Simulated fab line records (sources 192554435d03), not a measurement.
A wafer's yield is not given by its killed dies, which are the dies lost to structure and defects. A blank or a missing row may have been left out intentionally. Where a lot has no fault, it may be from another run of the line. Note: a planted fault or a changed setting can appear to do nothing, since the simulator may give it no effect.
fab line records | flow n5Finfet
record: lots: 8 wafers: 24 lastDay: 17
route steps=1938 shown PMOS_HMC_CHANNEL_EPI@87 FIN_SAQP@126 BEOL_M4@1111 PASSIVATION@1936
lots with no fault: from the same line, run without faults
startH: hours from the record's opening day to when the first of the lot's shown wafers began | waitH: hours since the lot's step before | " as in the row above | L1.1+2: a row that stands for several wafers | - either no value or no given start | * or withheld: withheld | < > ~ a bound
route shown NAME@n: names a module that has steps shown in the file, with the first one's number in the route | usual: mean and standard deviation over wafers with no fault | same: alike in all rows | chamber/n: place in a boat | sites: readings site by site | _std_site: how widely they spread, as a standard deviation | _edge_site: inner sites' mean taken away from outer sites' mean | radiusMm: for every site, how far away it sits from the centre of the wafer | mask NAME#n: copy n | behind: the most recent tool/chamber to have shaped the wafer | hold: why the lot was held/for how many hours/how that ended | device: transistor that didn't switch, given as n, p or np | end of line: the tests these same wafers got at the end of their route | a step without rows: its recipe alone | killed: not the wafer's yield, but the dies lost to structure and defects at the first sort | map: dies across one wafer; x = killed, . = not, _ = none there
set.NAME: the run value of the setting; set.NAME@STEP: its run value at that earlier step | model.NAME: the simulator's own value behind a step, which no gauge read
steps of the route over a sample of lots; a table a step, a row a wafer
services: the hour from which a tool's chamber was out of use, counted from the record's first day as startH (under 0 if before that day), plus the number of hours and why
== steps ==
step: N5_PMOS_HMC_CHANNEL_EPI_EPI_26
recipe: material: Si targetThkA: 38 tempC: 650 precursor: SiH4/H2 pressureTorr: 20 timeS: 22.7
usual: throttleValvePct: 11.3/0.56
same: timeS: 22.7
columns lot.wafer tool chamber startH waitH throttleValvePct
L406.1 epiRpcvd-01 0 27.79 0.0 11.7
L406.3 " 0 " " 11.8
L406.6 " 0 " " 11.7
L407.1 epiRpcvd-03 0 32.01 0.0 10.6
L407.3 " 0 " " 10.5
L407.4 " 0 " " 10.8
L412.1 epiRpcvd-01 0 62.20 0.0 11.8
L412.2 " 0 " " 11.7
L412.5 " 0 " " 11.5
L416.2 epiRpcvd-01 0 86.89 0.1 11.8
L416.4 " 0 " " 11.7
L416.6 " 0 " " 11.7
L418.1 epiRpcvd-03 0 97.98 0.0 10.8
L418.2 " 0 " " 10.6
L418.6 " 0 " " 10.2
L420.2 epiRpcvd-03 0 110.16 0.1 10.6
L420.3 " 0 " " 10.7
L420.5 " 0 " " 10.6
L426.2 epiRpcvd-01 0 147.33 0.1 11.7
L426.3 " 0 " " 11.5
L426.4 " 0 " " 11.7
L427.3 epiRpcvd-03 0 153.34 0.1 10.7
L427.4 " 0 " " 10.7
L427.5 " 0 " " 10.6
step: N5_FIN_SAQP_SPACER1_ETCHBACK_25
recipe: chemistry: CHF3/O2 mode: anisotropicEtchback target: SiO2 targetDepthA: 244 timeS: 12.2 pressureMtorr: 30 sourceW: 650 biasW: 170 Ar_flow_sccm: 200 CHF3_flow_sccm: 50 O2_flow_sccm: 5 ionEnergyEv: 200
usual: drypumpMotorCurrentA: 5.7/0.46 oesProductAu: 0.76/0.088 rfVppV: 527/6.5 showerheadPlenumPTorr: 2.41/0.091 throttleValvePct: 18.96/0.27
same: timeS: 12.2
columns lot.wafer tool chamber startH waitH drypumpMotorCurrentA oesProductAu rfHoursCounterH rfVppV showerheadPlenumPTorr throttleValvePct
L406.1 rieDiel-02 2 31.49 0.4 5.9 0.77 143 534 2.50 18.73
L406.3 " 1 " " 6.6 0.87 39 528 2.54 18.49
L406.6 " 2 " " 5.9 0.77 - 535 2.50 18.71
L407.1 rieDiel-06 2 36.15 0.4 5.1 0.76 137 525 2.32 19.12
L407.3 " 1 " " 5.9 0.70 201 526 2.30 19.36
L407.4 " 3 " " 5.7 0.67 248 525 2.28 19.05
L412.1 rieDiel-02 0 66.19 0.4 6.3 0.77 137 528 2.41 18.64
L412.2 " 3 " " 5.8 0.70 195 526 2.39 18.89
L412.5 " 1 " " 6.5 0.86 - 527 2.54 18.52
L416.2 rieDiel-06 2 91.32 0.4 5.1 0.73 160 525 2.31 19.19
L416.4 " 0 " " 5.8 0.70 203 516 2.38 19.20
L416.6 " 1 " " 5.9 0.68 - 523 2.29 19.42
L418.1 rieDiel-06 0 104.47 0.4 5.8 0.69 206 515 2.38 19.21
L418.2 " 3 " " 5.7 0.94 9 534 2.56 18.69
L418.6 " 0 " " 5.8 0.70 - 516 2.38 19.20
L420.2 rieDiel-05 3 114.11 0.4 4.8 0.72 171 528 2.50 18.90
L420.3 " 1 " " 5.2 0.86 51 537 2.44 19.07
L420.5 " 3 " " 4.8 0.72 - 528 2.50 18.91
L426.2 rieDiel-06 1 151.64 0.8 5.9 0.67 243 523 2.28 19.44
L426.3 " 3 " " 5.8 0.74 25 534 2.56 18.67
L426.4 " 0 " " 5.8 0.55 222 516 2.37 19.21
L427.3 rieDiel-06 2 157.05 0.4 5.1 0.59 175 525 2.30 19.18
L427.4 " 1 " " 5.9 0.55 245 521 2.28 19.41
L427.5 " 1 " " 5.9 0.55 - 523 2.28 19.43
step: N5_FIN_SAQP_MANDREL1_REMOVE_56
recipe: chemistry: HBr/Cl2/O2 btTimeS: 10 target: a-Si stopOn: SiNx endpoint: OES-SiCl overEtchFrac: 1 icpW: 600 biasW: 22 HBr_flow_sccm: 150 Cl2_flow_sccm: 80 O2_flow_sccm: 5 pressureMtorr: 10
usual: drypumpMotorCurrentA: 5.7/0.56 oesProductAu: 1.010/0.015 throttleValvePct: 36.65/0.23
columns lot.wafer tool chamber startH waitH drypumpMotorCurrentA oesProductAu rfHoursCounterH throttleValvePct
L406.1 rieSi-01 3 31.58 0.1 5.1 1.005 113 36.68
L406.3 " 0 " " 5.1 1.028 42 36.80
L406.6 " 3 " " 5.1 1.007 - 36.68
L407.1 rieSi-03 3 36.24 0.1 6.1 1.022 107 36.67
L407.3 " 0 " " 5.4 0.974 62 36.25
L407.4 " 2 " " 5.6 0.996 - 36.77
L412.1 rieSi-01 2 66.27 0.1 5.9 0.991 107 36.65
L412.2 " 3 " " 5.1 1.009 113 36.68
L412.5 " 2 " " 5.9 0.996 - 36.62
L416.2 rieSi-03 2 91.41 0.1 5.6 0.986 2 36.78
L416.4 " 3 " " 6.1 1.028 108 36.66
L416.6 " 2 " " 5.6 0.996 - 36.77
L418.1 rieSi-04 1 104.56 0.1 4.9 1.017 132 36.88
L418.2 " 2 " " 6.7 1.008 97 36.31
L418.6 " 2 " " 6.7 1.011 - 36.32
L420.2 rieSi-01 2 114.20 0.1 5.9 0.999 108 36.64
L420.3 " 1 " " 5.4 0.989 15 37.11
L420.5 " 2 " " 5.9 1.000 - 36.64
L426.2 rieSi-04 0 151.73 0.1 5.7 1.012 151 36.63
L426.3 " 1 " " 4.9 0.773 132 36.88
L426.4 " 3 " " 6.3 0.654 - 36.40
L427.3 rieSi-04 1 157.14 0.1 4.9 0.607 132 36.88
L427.4 " 3 " " 6.3 0.652 129 36.43
L427.5 " 2 " " 6.7 0.606 - 36.31
step: N5_FIN_SAQP_MANDREL_ETCH_58
recipe: chemistry: HBr/Cl2 target: a-Si targetDepthA: 450 btTimeS: 10 stopOn: SiNx maskMaterial: SiO2 overEtchFrac: 0.8 timeS: 27 pressureMtorr: 10 icpW: 800 biasW: 75 HBr_flow_sccm: 150 Cl2_flow_sccm: 80 ends: endPoint
usual: drypumpMotorCurrentA: 5.6/0.48 oesProductAu: 0.703/0.012 throttleValvePct: 35.56/0.24
columns lot.wafer tool chamber startH waitH drypumpMotorCurrentA oesProductAu rfHoursCounterH throttleValvePct
L406.1 rieSi-04 1 31.88 0.0 4.9 0.719 130 35.75
L406.3 " 0 " " 5.7 0.710 149 35.51
L406.6 " 1 " " 4.9 0.720 - 35.74
L407.1 rieSi-01 0 36.54 0.0 5.1 0.720 42 35.63
L407.3 " 1 " " 5.3 0.695 14 35.96
L407.4 " 2 " " 5.9 0.713 107 35.48
L412.1 rieSi-04 1 66.57 0.0 4.9 0.705 131 35.75
L412.2 " 0 " " 5.7 0.691 150 35.51
L412.5 " 0 " " 5.7 0.716 - 35.51
L416.2 rieSi-04 1 91.71 0.0 4.9 0.716 131 35.74
L416.4 " 3 " " 6.3 0.709 128 35.27
L416.6 " 2 " " 6.8 0.706 - 35.17
L418.1 rieSi-01 2 104.87 0.0 5.9 0.696 108 35.51
L418.2 " 1 " " 5.4 0.695 15 35.96
L418.6 " 3 " " 5.1 0.704 - 35.53
L420.2 rieSi-03 0 114.50 0.0 5.4 0.672 63 35.11
L420.3 " 3 " " 6.1 0.713 109 35.55
L420.5 " 3 " " 6.1 0.716 - 35.53
L426.2 rieSi-03 3 152.13 0.0 6.1 0.728 110 35.53
L426.3 " 0 " " 5.4 0.541 64 35.38
L426.4 " 1 " " 5.9 0.490 100 36.28
L427.3 rieSi-01 1 157.44 0.0 5.4 0.445 16 36.45
L427.4 " 3 " " 5.1 0.465 115 36.00
L427.5 " 3 " " 5.1 0.455 - 36.01
step: N5_FIN_SAQP_STRIP_70
recipe: chemistry: N2/H2 powerW: 500 tempC: 40 pressureMtorr: 50 rfFrequencyHz: 6e+07 overashFraction: 0.3 biasPowerW: 28 h2Frac: 0.5 n2FlowSccm: 300 h2FlowSccm: 300
usual: drypumpMotorCurrentA: 5.7/0.48 oesProductAu: 0.76/0.084 rfVppV: 121.8/1.1 showerheadPlenumPTorr: 3.36/0.13 throttleValvePct: 19.1/0.38
columns lot.wafer tool chamber startH waitH drypumpMotorCurrentA oesProductAu rfHoursCounterH rfVppV showerheadPlenumPTorr throttleValvePct
L406.1 rieDiel-05 1 32.53 0.0 5.2 0.90 22 121.4 3.44 19.1
L406.3 " 3 " " 4.9 0.74 140 122.4 3.51 18.9
L406.6 " 3 " " 4.9 0.74 - 121.8 3.51 18.9
L407.1 rieDiel-05 2 37.17 0.0 5.5 0.69 222 120.9 3.19 18.9
L407.3 " 0 " " 5.9 0.67 227 121.6 3.31 19.2
L407.4 " 3 " " 4.9 0.74 142 122.8 3.51 18.9
L412.1 rieDiel-06 2 67.20 0.0 5.1 0.75 150 121.0 3.23 19.3
L412.2 " 1 " " 5.9 0.70 215 121.5 3.20 19.9
L412.5 " 2 " " 5.1 0.75 - 119.3 3.23 19.3
L416.2 rieDiel-02 1 92.47 0.0 6.6 0.85 58 122.4 3.55 18.7
L416.4 " 2 " " 5.9 0.75 163 120.9 3.49 19.0
L416.6 " 2 " " 5.9 0.74 - 122.5 3.49 19.0
L418.1 rieDiel-02 3 105.50 0.0 5.8 0.69 206 120.2 3.33 18.9
L418.2 " 2 " " 5.9 0.74 166 122.5 3.49 19.0
L418.6 " 2 " " 5.9 0.75 - 122.2 3.49 19.0
L420.2 rieDiel-06 0 115.13 0.0 5.9 0.70 208 120.9 3.33 19.5
L420.3 " 3 " " 5.8 0.94 12 122.5 3.57 18.8
L420.5 " 1 " " 5.9 0.68 - 121.0 3.19 19.9
L426.2 rieDiel-06 3 152.76 0.0 5.8 0.90 25 120.2 3.56 18.8
L426.3 " 0 " " 5.8 0.69 223 121.7 3.32 19.5
L426.4 " 1 " " 5.9 0.67 244 120.2 3.18 19.9
L427.3 rieDiel-05 3 158.10 0.0 4.8 0.70 189 122.6 3.49 19.0
L427.4 " 3 " " 4.8 0.70 - 120.8 3.49 19.0
L427.5 " 0 " " 5.9 0.94 - 122.9 3.28 18.8
step: N5_FIN_SAQP_ETCH_34
recipe: chemistry: C4F6/O2 target: SiO2 targetDepthA: 450 timeS: 15 ionEnergyEv: 250 pressureMtorr: 30 sourceW: 345 biasW: 185 Ar_flow_sccm: 300 C4F6_flow_sccm: 10 O2_flow_sccm: 10 ends: cleared
usual: drypumpMotorCurrentA: 5.7/0.46 etchRfOnTimeS: 15.08/0.19 oesProductAu: 0.64/0.069 rfVppV: 670/7.8 showerheadPlenumPTorr: 2.85/0.1 throttleValvePct: 21.09/0.25
columns lot.wafer tool chamber startH waitH drypumpMotorCurrentA etchRfOnTimeS oesProductAu rfHoursCounterH rfVppV showerheadPlenumPTorr throttleValvePct
L406.1 rieDiel-05 3 33.49 0.0 4.8 15.02 0.64 140 671 2.96 21.01
L406.3 " 2 " " 5.6 15.02 0.59 220 661 2.70 21.26
L406.6 " 2 " " 5.6 15.10 0.60 - 660 2.70 21.23
L407.1 rieDiel-02 2 38.05 0.0 5.9 15.23 0.65 146 682 2.95 20.87
L407.3 " 1 " " 6.6 14.96 0.74 42 670 3.00 20.66
L407.4 " 1 " " 6.6 14.86 0.75 - 670 3.00 20.66
L412.1 rieDiel-05 0 68.19 0.0 5.8 15.04 0.57 240 663 2.80 21.01
L412.2 " 2 " " 5.5 15.28 0.58 232 662 2.70 21.25
L412.5 " 2 " " 5.5 15.21 0.58 - 660 2.70 21.25
L416.2 rieDiel-05 2 95.61 0.0 5.5 15.50 0.57 241 659 2.69 21.23
L416.4 " 0 " " 5.9 15.27 0.57 250 663 2.79 21.01
L416.6 " 0 " " 5.9 15.36 0.56 - 663 2.79 21.02
L418.1 rieDiel-02 1 106.34 0.0 6.6 14.94 0.72 62 670 2.99 20.70
L418.2 " 0 " " 6.4 14.86 0.66 148 671 2.85 20.80
L418.6 " 3 " " 5.8 15.17 0.59 - 671 2.81 21.03
L420.2 rieDiel-02 0 116.02 0.0 6.4 14.97 0.65 151 671 2.85 20.79
L420.3 " 2 " " 5.9 15.15 0.64 170 679 2.94 20.92
L420.5 " 1 " " 6.5 15.08 0.71 - 671 2.99 20.69
L426.2 rieDiel-05 3 153.72 0.0 4.8 15.36 0.59 187 670 2.94 21.08
L426.3 " 1 " " 5.2 15.04 0.72 68 684 2.88 21.30
L426.4 " 0 " " 5.9 14.83 0.80 - 663 2.79 20.65
L427.3 rieDiel-02 0 159.03 0.0 6.4 14.80 0.64 165 670 2.84 20.82
L427.4 " 3 " " 5.8 15.13 0.58 - 671 2.81 21.06
L427.5 " 2 " " 5.9 15.22 0.62 - 679 2.94 20.91
step: N5_BEOL_M4_RC_MEAS_101
usual: DIBL_N: 35.9/1.4 DIBL_P: 35.9/1.7 IOFF_N: 0.155/0.023 IOFF_P: 0.201/0.029 ION_N: 672/8.8 ION_P: 460/7 SS_N: 71.6/0.48 SS_P: 73.1/0.64 VT_N: 250.0/3 VT_P: -251.6/3
columns lot.wafer tool chamber startH waitH DIBL_N[mV/V] DIBL_P[mV/V] IOFF_N[nA/um] IOFF_P[nA/um] ION_N[uA/um] ION_P[uA/um] SS_N[mV/dec] SS_P[mV/dec] VT_N[mV] VT_P[mV]
L406.1 prober-02 0 172.95 0.0 34.9 33.6 0.130 0.184 652 452 71.9 72.2 256.1 -249.7
L406.3 " 0 " " 34.1 33.5 0.120 0.181 660 455 71.0 72.6 254.3 -250.7
L406.6 " 0 " " 35.3 35.0 0.145 0.213 664 463 71.7 72.7 251.9 -250.3
L407.1 prober-02 0 182.94 0.0 35.3 34.0 0.146 0.207 672 469 71.8 72.6 252.7 -248.6
L407.3 " 0 " " 35.4 34.6 0.144 0.206 670 462 71.1 73.0 250.4 -247.5
L407.4 " 0 " " 36.0 36.0 0.163 0.232 688 475 72.0 73.2 248.6 -247.8
L412.1 prober-02 0 216.75 0.0 33.8 33.6 0.126 0.147 669 453 70.9 72.7 251.1 -256.9
L412.2 " 0 " " 35.1 34.5 0.141 0.155 669 443 71.8 72.7 251.5 -256.8
L412.5 " 0 " " 34.4 34.1 0.131 0.148 665 448 70.8 72.1 252.5 -256.1
L416.2 prober-01 0 248.54 0.2 33.6 36.2 0.151 0.208 674 467 71.8 72.9 248.0 -249.2
L416.4 " 0 " " 34.7 37.1 0.157 0.220 673 465 71.6 74.4 249.8 -249.0
L416.6 " 0 " " 33.2 35.7 0.140 0.197 665 463 71.6 73.1 250.3 -251.5
L418.1 prober-02 0 248.88 0.0 36.8 35.0 0.145 0.215 666 462 71.4 72.6 251.2 -248.6
L418.2 " 0 " " 36.6 35.1 0.154 0.227 675 469 71.7 73.5 250.8 -249.7
L418.6 " 0 " " 38.6 36.8 0.183 0.245 684 464 71.6 74.0 248.2 -249.9
L420.2 prober-02 0 274.49 0.2 35.5 36.6 0.145 0.221 674 471 71.6 73.2 250.0 -247.2
L420.3 " 0 " " 36.6 37.4 0.164 0.237 683 474 72.0 73.5 247.9 -245.8
L420.5 " 0 " " 37.5 38.9 0.188 0.267 684 476 71.8 73.9 245.9 -244.8
L426.2 prober-01 0 304.38 0.2 35.4 36.7 0.188 0.220 688 469 71.3 73.3 243.8 -248.9
L426.3 " 0 " " 36.3 38.7 0.205 0.250 680 465 71.7 73.7 244.3 -249.2
step: N5_PASSIVATION_PROBE_49
usual: defectLimitedYield: 91.7/1.5 killed_at_M0_to_M3: 30/8.6 killed_at_M4_up: 12/4.5 killedAtContacts: 13/5.8 killedAtFrontEnd: 38/11 killedAtOther: 4/3 killedDies: 97/17 killedOnRim: 13/3.6 killedOpen: 63/12 killedShort: 32/8.8 sort_bin_5_function: 4.8/0.91 sort_bin_6_memory: 3.1/0.68 sortNPass: 1083/17 sortYieldPct: 91.7/1.5
same: grossDies: 1180 killedAtBackSide: 0 sort_bin_4_leakage[%]: 0 sort_bin_8_speed[%]: 0
columns lot.wafer tool chamber startH waitH defectLimitedYield[%] killed_at_M0_to_M3 killed_at_M4_up killedAtContacts killedAtFrontEnd killedAtOther killedDies killedOnRim killedOpen killedShort sort_bin_5_function[%] sort_bin_6_memory[%] sortNPass sortYieldPct[%]
L427.3 prober-01 - 415.91 0.1 32.6 34 9 15 732 5 795 106 56 32 64.2 2.9 385 32.6
L427.4 prober-01 - 415.96 0.2 43.1 37 9 7 614 5 672 30 58 22 54.2 2.3 508 43.1
L427.5 prober-01 - 416.01 0.2 36.5 44 13 19 673 0 749 28 65 34 60.1 3.1 431 36.5
L426.2 prober-02 - 417.83 0.1 93.1 26 10 12 33 1 82 9 47 34 4.3 2.3 1098 93.1
L426.3 prober-02 - 417.88 0.1 42.5 31 11 20 614 3 679 32 69 38 53.7 3.7 501 42.5
L426.4 prober-02 - 417.93 0.2 34.5 37 21 15 694 6 773 49 65 47 61.7 3.6 407 34.5
killed by level:class
L427.3 FIN_SAQP:areaEtchback=707 MOL_CONTACT_COAG:geometricParticle:open=14 BEOL_M3:geometricParticle:open=12 FIN_SAQP:geometricParticle:short=7 BEOL_M1:geometricParticle:open=6 BEOL_M0_SAQP:geometricParticle:open=6 BEOL_M3:geometricParticle:short=5 BEOL_M4:geometricParticle:open=4
L427.4 FIN_SAQP:areaEtchback=589 BEOL_M3:geometricParticle:open=11 STI_FIN_REVEAL:geometricParticle:open=8 BEOL_M1:geometricParticle:open=7 BEOL_M0_SAQP:geometricParticle:open=6 MOL_CONTACT_COAG:geometricParticle:open=5 BEOL_M0_SAQP:geometricParticle:short=4 DUMMY_GATE:geometricParticle:open=3
L427.5 FIN_SAQP:areaEtchback=649 MOL_CONTACT_COAG:geometricParticle:open=14 BEOL_M1:geometricParticle:open=12 BEOL_M2:geometricParticle:open=11 FIN_SAQP:geometricParticle:short=8 BEOL_M0_SAQP:geometricParticle:open=8 BEOL_M4:geometricParticle:open=6 BEOL_M0_SAQP:geometricParticle:short=5
L426.2 MOL_CONTACT_COAG:geometricParticle:open=9 BEOL_M0_SAQP:geometricParticle:short=9 STI_FIN_REVEAL:geometricParticle:open=7 FIN_SAQP:geometricParticle:open=6 FIN_SAQP:geometricParticle:short=5 GATE_CUT:geometricParticle:short=5 BEOL_M1:geometricParticle:open=5 BEOL_M2:geometricParticle:open=5
L426.3 FIN_SAQP:areaEtchback=571 MOL_CONTACT_COAG:geometricParticle:open=15 FIN_SAQP:geometricParticle:short=13 BEOL_M2:geometricParticle:open=10 STI_FIN_REVEAL:geometricParticle:open=6 BEOL_M1:geometricParticle:open=6 FIN_SAQP:geometricParticle:open=5 MOL_CONTACT_COAG:geometricParticle:short=5
L426.4 FIN_SAQP:areaEtchback=660 MOL_CONTACT_COAG:geometricParticle:open=10 BEOL_M2:geometricParticle:open=8 BEOL_M4:geometricParticle:open=8 FIN_SAQP:geometricParticle:open=7 GATE_CUT:geometricParticle:short=7 BEOL_M0_SAQP:geometricParticle:short=7 BEOL_M3:geometricParticle:short=7
== services ==
columns tool chamber startH hours kind
rieSi-04 - 21.28 2.8 pm
rieSi-03 1 25.62 12.0 repair
rieDiel-02 0 37.94 4.1 repair
rieDiel-05 1 40.94 2.4 repair
rieDiel-06 3 40.94 4.9 repair
rieSi-01 3 46.02 3.3 repair
epiRpcvd-03 - 50.92 0.8 pm
rieDiel-06 3 51.35 - clean
rieDiel-06 3 51.35 - consumableReplace:focusRing
rieDiel-06 3 51.35 - consumableReplace:showerhead
rieDiel-05 2 52.94 3.9 repair
rieDiel-06 0 52.95 4.0 repair
rieDiel-06 0 71.63 6.5 repair
rieDiel-02 - 77.79 0.1 repair
rieDiel-02 - 80.40 2.8 pm
rieDiel-05 3 85.44 2.8 repair
rieSi-01 0 97.66 6.8 repair
rieDiel-06 1 99.50 6.9 repair
rieSi-04 - 111.63 2.9 repair
rieSi-04 - 118.74 14.6 pm
epiRpcvd-03 - 120.38 2.1 repair
epiRpcvd-03 - 126.18 1.8 repair
rieSi-04 2 147.65 6.1 repair
rieSi-03 2 152.56 1.8 repair
== key ==
firstSign: step: N5_FIN_SAQP_SPACER1_ETCHBACK_25 reading: oesProductAu direction: down sigmas: 1.9 usual: 0.76 struck: 0.60
effect: step: N5_FIN_SAQP_MANDREL1_REMOVE_56 reading: oesProductAu direction: down sigmas: 23 usual: 1.010 struck: 0.658
effect: step: N5_FIN_SAQP_MANDREL_ETCH_58 reading: oesProductAu direction: down sigmas: 18 usual: 0.703 struck: 0.479
effect: step: N5_PASSIVATION_PROBE_49 reading: sort_bin_5_function direction: up sigmas: 59 usual: 4.8 struck: 58.8
moreKillsBornAt: N5_FIN_SAQP_SPACER1_ETCHBACK_25@rieDiel-06: 3176
metAt N5_FIN_SAQP_SPACER1_ETCHBACK_25
struckLots L426,L427
struckWafers L426.3,L426.4,L427.3,L427.4,L427.5
laterRowsLeftOut L426.4,L427.3,L427.4,L427.5
notActingAt N5_PMOS_HMC_CHANNEL_EPI_EPI_26,N5_FIN_SAQP_STRIP_70,N5_FIN_SAQP_ETCH_34
onsetBetween 104.47 151.64
fault: kind: processParameterDrift tool: rieDiel-06 chamber: - onsetH: 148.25 steps: N5_FIN_SAQP_SPACER1_ETCHBACK_25 channel: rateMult offset: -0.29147 shape: step endH: 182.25 scope: struckWafersOnly
laterRowsLeftOut: the simulator's readings of these wafers behind a module that went badly wrong aren't trusted and aren't shown, but for the sort
